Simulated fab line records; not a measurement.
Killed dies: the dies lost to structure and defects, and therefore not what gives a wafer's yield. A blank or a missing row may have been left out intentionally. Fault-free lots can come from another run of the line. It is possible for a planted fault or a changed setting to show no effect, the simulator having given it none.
A sampling plan put to the test ; flow nandHarc ; each of the 42 faults these records tell of, on one fab line, judged from the records of the lots it struck
The line's own looks make up the plan; these are the steps of the route where a gauge or inspection reads the wafer and leaves it unchanged. A look is open to judgement when struck wafers have a number at it and the file gives its usual mean and standard deviation on fault-free wafers. Caught: a look later than the fault's first step finds the struck wafers' mean 4 or more of those standard deviations (sigma) from the usual mean. On the tool: the test repeated on the tool's own readings taken at the fault's steps. A different recipe on the struck wafers counts as caught too, as does a record blank only for those wafers.

## THE FAULTS, as the simulator had put them in
1. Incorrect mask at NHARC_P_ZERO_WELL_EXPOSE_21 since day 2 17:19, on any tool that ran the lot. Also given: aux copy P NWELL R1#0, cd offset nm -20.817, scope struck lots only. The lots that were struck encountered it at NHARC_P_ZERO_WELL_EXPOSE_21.
2. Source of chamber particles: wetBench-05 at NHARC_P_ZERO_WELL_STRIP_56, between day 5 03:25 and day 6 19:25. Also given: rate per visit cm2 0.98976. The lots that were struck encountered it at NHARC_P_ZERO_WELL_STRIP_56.
3. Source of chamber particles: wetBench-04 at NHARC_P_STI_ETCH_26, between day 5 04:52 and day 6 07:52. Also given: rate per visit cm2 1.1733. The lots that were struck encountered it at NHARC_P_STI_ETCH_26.
4. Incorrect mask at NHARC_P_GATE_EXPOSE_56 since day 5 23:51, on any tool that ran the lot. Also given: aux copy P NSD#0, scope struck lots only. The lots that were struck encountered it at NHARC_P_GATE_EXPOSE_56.
5. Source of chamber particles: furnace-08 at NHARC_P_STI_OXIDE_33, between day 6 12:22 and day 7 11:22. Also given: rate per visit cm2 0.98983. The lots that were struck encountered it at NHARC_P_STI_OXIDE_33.
6. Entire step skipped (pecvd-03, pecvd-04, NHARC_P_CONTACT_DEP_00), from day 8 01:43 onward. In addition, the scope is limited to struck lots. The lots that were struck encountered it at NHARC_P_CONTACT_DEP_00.
7. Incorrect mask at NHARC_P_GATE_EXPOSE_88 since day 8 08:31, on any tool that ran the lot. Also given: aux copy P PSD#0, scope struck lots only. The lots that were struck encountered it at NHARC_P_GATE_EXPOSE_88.
8. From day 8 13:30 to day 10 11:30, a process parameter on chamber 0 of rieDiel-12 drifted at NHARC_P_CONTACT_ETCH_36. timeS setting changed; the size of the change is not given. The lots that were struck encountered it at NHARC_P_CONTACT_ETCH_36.
9. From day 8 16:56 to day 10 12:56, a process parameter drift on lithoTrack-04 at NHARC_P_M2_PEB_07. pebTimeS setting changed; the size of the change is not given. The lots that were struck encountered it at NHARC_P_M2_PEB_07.
10. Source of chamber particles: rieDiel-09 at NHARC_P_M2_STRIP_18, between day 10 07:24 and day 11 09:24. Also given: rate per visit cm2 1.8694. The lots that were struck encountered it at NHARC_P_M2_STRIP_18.
11. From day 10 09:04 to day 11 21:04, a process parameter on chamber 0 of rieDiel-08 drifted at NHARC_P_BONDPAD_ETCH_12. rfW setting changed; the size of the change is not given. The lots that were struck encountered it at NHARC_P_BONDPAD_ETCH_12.
12. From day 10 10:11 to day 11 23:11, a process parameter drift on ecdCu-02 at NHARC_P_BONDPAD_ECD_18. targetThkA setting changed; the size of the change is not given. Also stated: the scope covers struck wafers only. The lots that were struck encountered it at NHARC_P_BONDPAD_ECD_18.
13. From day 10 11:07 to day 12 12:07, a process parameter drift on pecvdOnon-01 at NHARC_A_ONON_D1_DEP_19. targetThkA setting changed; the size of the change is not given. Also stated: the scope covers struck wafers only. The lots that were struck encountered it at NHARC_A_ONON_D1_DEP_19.
14. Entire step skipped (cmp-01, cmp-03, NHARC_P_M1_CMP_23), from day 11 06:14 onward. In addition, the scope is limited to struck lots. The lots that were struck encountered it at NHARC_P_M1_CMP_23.
15. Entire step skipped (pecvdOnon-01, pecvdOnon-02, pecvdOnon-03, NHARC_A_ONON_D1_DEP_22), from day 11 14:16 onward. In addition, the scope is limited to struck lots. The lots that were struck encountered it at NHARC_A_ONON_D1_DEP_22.
16. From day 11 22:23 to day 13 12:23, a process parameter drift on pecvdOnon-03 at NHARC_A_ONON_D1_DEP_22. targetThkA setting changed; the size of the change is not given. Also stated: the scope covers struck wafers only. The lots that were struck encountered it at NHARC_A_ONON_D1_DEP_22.
17. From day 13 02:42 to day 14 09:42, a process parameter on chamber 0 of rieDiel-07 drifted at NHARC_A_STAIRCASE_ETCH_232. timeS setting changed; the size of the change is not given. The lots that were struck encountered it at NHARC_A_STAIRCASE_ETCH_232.
18. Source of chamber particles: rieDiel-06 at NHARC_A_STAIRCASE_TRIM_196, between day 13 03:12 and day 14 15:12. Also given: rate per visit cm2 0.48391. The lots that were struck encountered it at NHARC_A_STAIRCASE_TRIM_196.
19. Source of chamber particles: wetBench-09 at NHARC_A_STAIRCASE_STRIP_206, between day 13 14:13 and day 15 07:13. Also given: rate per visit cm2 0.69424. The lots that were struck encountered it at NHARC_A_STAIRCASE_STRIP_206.
20. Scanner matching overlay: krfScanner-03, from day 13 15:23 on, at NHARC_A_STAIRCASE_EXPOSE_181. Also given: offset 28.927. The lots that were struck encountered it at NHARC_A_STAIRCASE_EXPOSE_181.
21. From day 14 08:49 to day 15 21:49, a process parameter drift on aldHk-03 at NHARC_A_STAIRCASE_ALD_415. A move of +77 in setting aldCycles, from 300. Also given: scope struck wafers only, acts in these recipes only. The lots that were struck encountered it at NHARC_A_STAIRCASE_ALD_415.
22. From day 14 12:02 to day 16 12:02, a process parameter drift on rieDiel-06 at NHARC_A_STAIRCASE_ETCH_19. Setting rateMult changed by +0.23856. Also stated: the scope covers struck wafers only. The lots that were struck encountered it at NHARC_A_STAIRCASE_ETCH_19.
23. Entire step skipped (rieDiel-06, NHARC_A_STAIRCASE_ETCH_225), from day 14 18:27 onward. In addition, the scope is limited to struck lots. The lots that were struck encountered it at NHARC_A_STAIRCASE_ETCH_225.
24. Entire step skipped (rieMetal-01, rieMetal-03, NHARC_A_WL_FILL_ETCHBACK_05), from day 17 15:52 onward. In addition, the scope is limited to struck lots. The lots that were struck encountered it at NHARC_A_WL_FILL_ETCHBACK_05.
25. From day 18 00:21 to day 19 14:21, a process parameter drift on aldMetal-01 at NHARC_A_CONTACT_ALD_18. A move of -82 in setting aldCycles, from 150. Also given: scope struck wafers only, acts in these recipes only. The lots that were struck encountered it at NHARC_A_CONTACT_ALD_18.
26. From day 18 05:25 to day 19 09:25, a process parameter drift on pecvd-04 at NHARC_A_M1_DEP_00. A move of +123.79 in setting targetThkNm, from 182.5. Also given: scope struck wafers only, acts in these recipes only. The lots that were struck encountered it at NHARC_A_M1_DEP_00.
27. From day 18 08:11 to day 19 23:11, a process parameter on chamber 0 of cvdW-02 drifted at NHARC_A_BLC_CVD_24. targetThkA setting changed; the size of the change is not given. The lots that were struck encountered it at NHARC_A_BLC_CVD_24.
28. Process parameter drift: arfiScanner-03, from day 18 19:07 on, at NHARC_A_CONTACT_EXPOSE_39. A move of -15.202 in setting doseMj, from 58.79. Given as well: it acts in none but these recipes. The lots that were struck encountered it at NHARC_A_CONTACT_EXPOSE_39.
29. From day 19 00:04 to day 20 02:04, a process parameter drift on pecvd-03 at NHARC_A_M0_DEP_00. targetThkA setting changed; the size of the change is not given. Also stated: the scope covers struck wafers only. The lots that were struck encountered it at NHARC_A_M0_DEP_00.
30. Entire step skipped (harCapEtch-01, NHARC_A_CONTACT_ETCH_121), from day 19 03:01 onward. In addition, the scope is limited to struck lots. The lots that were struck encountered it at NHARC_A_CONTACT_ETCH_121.
31. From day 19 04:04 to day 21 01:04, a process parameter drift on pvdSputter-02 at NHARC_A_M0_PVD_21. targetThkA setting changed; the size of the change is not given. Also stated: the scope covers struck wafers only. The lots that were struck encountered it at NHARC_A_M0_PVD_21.
32. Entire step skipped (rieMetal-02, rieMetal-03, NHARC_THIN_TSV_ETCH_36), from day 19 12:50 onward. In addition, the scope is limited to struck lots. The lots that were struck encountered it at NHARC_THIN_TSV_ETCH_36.
33. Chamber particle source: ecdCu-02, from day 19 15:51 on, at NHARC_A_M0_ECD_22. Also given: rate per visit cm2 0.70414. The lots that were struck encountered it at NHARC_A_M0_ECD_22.
34. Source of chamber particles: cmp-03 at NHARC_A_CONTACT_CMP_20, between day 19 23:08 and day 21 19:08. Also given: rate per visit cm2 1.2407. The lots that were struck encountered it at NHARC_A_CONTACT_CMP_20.
35. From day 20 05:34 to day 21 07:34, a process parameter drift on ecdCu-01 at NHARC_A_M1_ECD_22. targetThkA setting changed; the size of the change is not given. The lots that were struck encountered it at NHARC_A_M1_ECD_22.
36. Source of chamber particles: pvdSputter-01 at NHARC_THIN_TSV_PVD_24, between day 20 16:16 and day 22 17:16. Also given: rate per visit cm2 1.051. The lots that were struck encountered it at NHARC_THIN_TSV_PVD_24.
37. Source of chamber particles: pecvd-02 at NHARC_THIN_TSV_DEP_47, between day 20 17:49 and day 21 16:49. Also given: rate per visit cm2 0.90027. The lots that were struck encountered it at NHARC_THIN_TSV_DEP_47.
38. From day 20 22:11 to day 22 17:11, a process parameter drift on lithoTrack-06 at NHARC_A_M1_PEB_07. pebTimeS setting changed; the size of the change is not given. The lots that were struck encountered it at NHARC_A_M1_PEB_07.
39. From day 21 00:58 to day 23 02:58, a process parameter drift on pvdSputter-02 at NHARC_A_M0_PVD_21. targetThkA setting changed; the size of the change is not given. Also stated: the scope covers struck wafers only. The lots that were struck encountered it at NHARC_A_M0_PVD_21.
40. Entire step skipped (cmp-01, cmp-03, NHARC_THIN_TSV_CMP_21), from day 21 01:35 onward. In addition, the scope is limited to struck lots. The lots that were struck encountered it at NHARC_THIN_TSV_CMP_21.
41. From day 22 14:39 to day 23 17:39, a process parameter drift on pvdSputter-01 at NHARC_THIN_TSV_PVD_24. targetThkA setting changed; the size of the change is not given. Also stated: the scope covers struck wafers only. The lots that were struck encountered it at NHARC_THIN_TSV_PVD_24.
42. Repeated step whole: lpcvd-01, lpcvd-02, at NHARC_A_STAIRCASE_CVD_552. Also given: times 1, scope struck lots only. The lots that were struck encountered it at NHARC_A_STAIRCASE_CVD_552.

## WHAT THE PLAN SAW
fault;on the tool itself;first look that catches it;reading, sigma;median hours from its first step to that look;hours from the fault's start to the first struck lot there;judged looks passed uncaught
1;under 2 sigma;NHARC_P_ZERO_WELL_CD_MEAS_24;cdNm -10;0.2;3;0
2;no reading that can be judged;NHARC_P_ZERO_WELL_INSPECT_43;rawDefectCount +99 or beyond;1.1;16;0
3;no reading that can be judged;NHARC_P_STI_INSPECT_11;rawDefectCount +99 or beyond;14.9;21;0
4;under 2 sigma;NHARC_END_SORT_01;killedAtPeriphery +99 or beyond;336.8;336;0
5;under 2 sigma;NHARC_END_SORT_01;killedAtPeriphery +99 or beyond;400.7;398;1
6;the tool's record is blank for the struck wafers;NHARC_END_SORT_01;killedAtPeriphery +99 or beyond;322.6;322;0
7;no reading that can be judged;NHARC_END_SORT_01;killedAtPeriphery +99 or beyond;332.6;338;0
8;runLengthS -99 or beyond sigma;NHARC_END_SORT_01;killedAtPeriphery +99 or beyond;333.3;333;1
9;heaterPowerTotalW +27 sigma;NHARC_P_M2_CD_MEAS_09;cdNm -5.6;0.1;3;0
10;under 2 sigma;NHARC_END_SORT_01;killedAtPeriphery +43;317.4;327;0
11;rfFwdPowerW -99 or beyond sigma;NHARC_END_SORT_01;killedAtPeriphery +99 or beyond;314.5;320;0
12;no reading that can be judged;NHARC_END_SORT_01;killedAtPeriphery +99 or beyond;297.0;305;0
13;no reading that can be judged;NHARC_A_ONON_D1_THK_MEAS_21;thkNm -36;0.5;27;0
14;the tool's record is blank for the struck wafers;NHARC_P_M1_THK_MEAS_24;thkNm +99 or beyond;0.3;2;0
15;the tool's record is blank for the struck wafers;NHARC_END_SORT_01;killedAtArray +72;262.8;260;1
16;under 2 sigma;NHARC_A_ONON_D1_THK_MEAS_24;thkNm +80;0.4;9;0
17;runLengthS -31 sigma;NHARC_END_SORT_01;killedAtArray +71;186.6;201;0
18;under 2 sigma;NHARC_END_SORT_01;killedAtArray +7.4;198.2;200;0
19;under 2 sigma;NHARC_END_SORT_01;killedAtArray +6.8;189.1;189;2
20;under 2 sigma;no look after it can be judged;-;-;-;0
21;under 2 sigma;NHARC_END_SORT_01;killedAtArray +72;172.1;170;0
22;oesProductAu +12 sigma;NHARC_END_SORT_01;killedAtArray +30;204.1;200;0
23;the tool's record is blank for the struck wafers;NHARC_END_SORT_01;killedAtArray +72;190.8;185;0
24;the tool's record is blank for the struck wafers;NHARC_END_SORT_01;killedAtArray +71;96.1;91;0
25;under 2 sigma;NHARC_END_SORT_01;killedAtArray +71;49.8;64;0
26;under 2 sigma;NHARC_END_SORT_01;sort_bin_2_pct +99 or beyond;42.1;42;1
27;under 2 sigma;not the one look that can be judged after it;-;-;-;1
28;exposureDoseMJCm2 -21 sigma;NHARC_A_CONTACT_CD_MEAS_42;cdNm -18;0.1;15;0
29;no reading that can be judged;NHARC_END_SORT_01;sort_bin_2_pct +99 or beyond;41.4;50;0
30;the tool's record is blank for the struck wafers;NHARC_END_SORT_01;killedAtArray +72;67.9;67;0
31;under 2 sigma;NHARC_END_SORT_01;sort_bin_2_pct +99 or beyond;41.2;49;0
32;the tool's record is blank for the struck wafers;NHARC_END_SORT_01;killedAtOther +99 or beyond;14.0;11;0
33;under 2 sigma;NHARC_END_SORT_01;killedAtArray +34;40.5;55;0
34;under 2 sigma;NHARC_A_CONTACT_INSPECT_23;rawDefectCount +7.1;0.4;23;0
35;no reading that can be judged;no look after it can be judged;-;-;-;0
36;no reading that can be judged;NHARC_THIN_TSV_INSPECT_40;rawDefectCount +9.7;6.9;6;0
37;under 2 sigma;NHARC_END_SORT_01;killedAtOther +49;13.6;17;0
38;no reading that can be judged;NHARC_A_M1_CD_MEAS_09;cdNm +7.6;0.1;2;0
39;under 2 sigma;NHARC_END_SORT_01;sort_bin_2_pct +99 or beyond;37.9;64;0
40;the tool's record is blank for the struck wafers;NHARC_THIN_TSV_INSPECT_40;rawDefectCount +78;8.1;7;0
41;no reading that can be judged;NHARC_END_SORT_01;killedAtOther +99 or beyond;18.8;36;0
42;under 2 sigma;NHARC_END_SORT_01;killedAtArray +71;170.2;-;0
Dash: fault not caught, or number not given in these records.

Caught at a look: 39 of 42. Caught on the tool: 14 of 42. By one or the other: 39 of 42.
Caught at a look alone: faults 1, 2, 3, 4, 5, 7, 10, 12, 13, 16, 18, 19, 21, 25, 26, 29, 31, 33, 34, 36, 37, 38, 39, 41, 42.
Caught by neither: faults 20, 27, 35.

## THINNER SAMPLING
Were the look that catches a fault to measure just every second or every third lot (counted by lot number), the first struck lot would, at worst, be measured this late:
fault;struck lots at that look, in order of time;every lot;every second lot;every third lot
1;L384;3 h;may miss it;may miss it
2;L287, L288;16 h;22 h;may miss all 2
3;L473, L474;21 h;21 h;may miss all 2
4;L279;336 h;may miss it;may miss it
5;L735, L736;398 h;410 h;may miss all 2
6;L311, L312, L313;322 h;322 h;344 h
7;L841;338 h;may miss it;may miss it
8;L812, L815;333 h;353 h;may miss all 2
9;L713, L716;3 h;24 h;may miss all 2
10;L652, L654;327 h;may miss all 2;may miss all 2
11;L241;320 h;may miss it;may miss it
12;L688, L691;305 h;320 h;may miss all 2
13;L730;27 h;may miss it;may miss it
14;L511, L512;2 h;3 h;may miss all 2
15;L594, L595, L597;260 h;261 h;may miss all 3
16;L702, L706;9 h;may miss all 2;may miss all 2
17;L136;201 h;may miss it;may miss it
18;L775, L774;200 h;211 h;may miss all 2
19;L102, L104;189 h;may miss all 2;may miss all 2
21;L944, L945;170 h;171 h;may miss all 2
22;L732, L735;200 h;220 h;may miss all 2
23;L782, L783, L784;185 h;192 h;202 h
24;L658, L657;91 h;102 h;may miss all 2
25;L163, L166, L169;64 h;75 h;may miss all 3
26;L499, L500;42 h;42 h;may miss all 2
28;L776, L777, L778, L779;15 h;19 h;30 h
29;L719;50 h;may miss it;may miss it
30;L699, L703;67 h;may miss all 2;may miss all 2
31;L177;49 h;may miss it;may miss it
32;L567, L568;11 h;18 h;may miss all 2
33;L830;55 h;may miss it;may miss it
34;L476, L478;23 h;may miss all 2;may miss all 2
36;L637, L642;6 h;39 h;may miss all 2
37;L529, L530;17 h;18 h;may miss all 2
38;L916, L921;2 h;28 h;may miss all 2
39;L800, L802;64 h;may miss all 2;may miss all 2
40;L760, L758, L761;7 h;29 h;may miss all 3
41;L928;36 h;may miss it;may miss it
Hours are from the fault's start to the first struck lot that is measured. The limit of 4 sigma was tested on all struck wafers together, so one lot alone may lie under it. Other struck lots may not be in these records.

## THE LONGEST TIMED WAY FROM STEP TO LOOK
Fault 5: median gap of 400.7 hours between NHARC_P_STI_OXIDE_33 and NHARC_END_SORT_01. The look between them that can be judged stayed within 4 sigma: NHARC_A_BONDPAD_CD_MEAS_09.
